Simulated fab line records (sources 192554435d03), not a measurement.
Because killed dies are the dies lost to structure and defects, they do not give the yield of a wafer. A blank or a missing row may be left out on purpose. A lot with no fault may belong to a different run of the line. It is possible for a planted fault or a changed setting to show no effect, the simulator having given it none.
A struck lot beside a sound one	flow n5 finfet	15 steps out of a route of 1938
Sound: wafers L232.2, L232.4, L232.5. Struck: wafers L235.4, L235.6 (left out: L235.2, a lot-mate that was not struck); the cause follows at the end.
Each step with rows lists, per side, the tool, then ch with its chambers, then its first start. Under that, the readings that differ: sound wafers	struck wafers	difference of the means	sigmas: that difference in standard deviations of wafers without a fault.
alike: a reading whose means differ by less than 2 such deviations, as well as words and numbers matching on both sides. not compared: withheld readings; readings where some wafer has no value; bounds like >300 that might hide an equal value; numbers whose values overlap and for which the record gives no deviation.
A row with sigmas, a row that says differs or no value, or rows on one side alone: a step with any of these is where the two part. Numbers that have no deviation but don't overlap get no sigmas and don't part them. A reading that every wafer of one side lacks parts them only if that side has two wafers or more.

first, 2 steps without rows for these wafers: N5_FIN_CUT_PEB_06 (peb time 60 s); N5_FIN_CUT_DEVELOP_07 (develop time 30 s).
N5_FIN_CUT_CD_MEAS_08: target cd 29.1 nm.
  sound on cd sem-02 ch 0, day 4 17:56; struck on cd sem-02 ch 0, day 5 13:47
  alike: cd nm
N5_FIN_CUT_OVL_MEAS_09:
  sound on overlay-01 ch 0, day 4 17:58; struck on overlay-02 ch 0, day 5 13:49
  alike: FIN_CUT_OVL
N5_FIN_CUT_INSPECT_10: inspects for defects (brightfield).
  struck on defect inspect-02, day 5 13:53; sound on defect inspect-01, day 4 18:01
  alike: raw defect count
N5_FIN_CUT_DESCUM_13: chemistry O2, time 7 s.
  sound on rie diel-04 ch 0,3, day 4 18:13; struck on rie diel-04 ch 2, day 5 13:55
  alike: drypump motor current A, oes product au, rf vpp V, showerhead plenum p Torr, throttle valve pct
  not compared: rf hours counter h
N5_FIN_CUT_ETCH_30: etches underlayer in N2/H2, target depth 13 nm, time 10.4 s.
  sound on rie diel-04 ch 0,3, day 4 18:15; struck on rie diel-04 ch 2, day 5 13:56
  alike: drypump motor current A, etch rf on time s, oes product au, rf vpp V, showerhead plenum p Torr, throttle valve pct
  not compared: rf hours counter h
N5_FIN_CUT_ETCH_20: etches SiARC in CF4, target depth 26 nm, time 43.3 s.
  sound on rie diel-04 ch 0,3, day 4 18:16; struck on rie diel-04 ch 2, day 5 13:58
  alike: cf4 flow sccm, drypump motor current A, etch rf on time s, oes product au, rf vpp V, showerhead plenum p Torr, throttle valve pct
  not compared: rf hours counter h
then, 3 steps without rows for these wafers: N5_FIN_CUT_ETCH_21 (etches SOC in N2/H2, target depth 219 nm, overetch 43.8 nm, time 523.5 s); N5_FIN_CUT_STRIP_23 (strips in N2/H2); N5_FIN_CUT_STRIP_31 (strips in N2/H2).
N5_FIN_CUT_STRIP_24: strips in CF4.
  sound on rie diel-04 ch 0,3, day 4 18:38; struck on rie diel-04 ch 2, day 5 14:20
  alike: cf4 flow sccm, drypump motor current A, oes product au, rf vpp V, showerhead plenum p Torr, throttle valve pct
  not compared: rf hours counter h
N5_FIN_CUT_CUT_ETCH_26: etches SiNx in CH3F/O2, target depth 39 nm, time 55.7 s.
  sound on rie diel-04 ch 0,3, day 4 18:39; struck on rie diel-04 ch 2, day 5 14:21
reading	sound	struck	difference	sigmas
rf vpp V (V)	304 310 309	282 284	-25	-3
run length s (s)	79.6 79.3 79.1	81.9 81.7	+2.5	+5
model.etch.depth nm (nm)	39.69 38.94 38.69	41.64 41.53	+2.48	
  alike: drypump motor current A, oes product au, showerhead plenum p Torr, throttle valve pct
  not compared: rf hours counter h
N5_FIN_CUT_CUT_ETCH_27: etches SiO2 in CHF3/O2, target depth 4 nm, overetch 2 nm, time 4.9 s.
  sound on rie diel-04 ch 0,3, day 4 18:41; struck on rie diel-04 ch 2, day 5 14:23
reading	sound	struck	difference	sigmas
rf vpp V (V)	537 543 543	499 499	-42	-3
  alike: drypump motor current A, oes product au, showerhead plenum p Torr, throttle valve pct
  not compared: rf hours counter h
following that, these wafers have no rows for 1 step: N5_PASSIVATION_PROBE_49.

## WHERE THEY PART
First at N5_FIN_CUT_CUT_ETCH_26; last, within this record, at N5_FIN_CUT_CUT_ETCH_27.

WHY: what had been put in by the simulator
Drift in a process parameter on rie diel-04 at N5_FIN_CUT_CUT_ETCH_26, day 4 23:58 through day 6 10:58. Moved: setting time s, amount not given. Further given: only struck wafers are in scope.
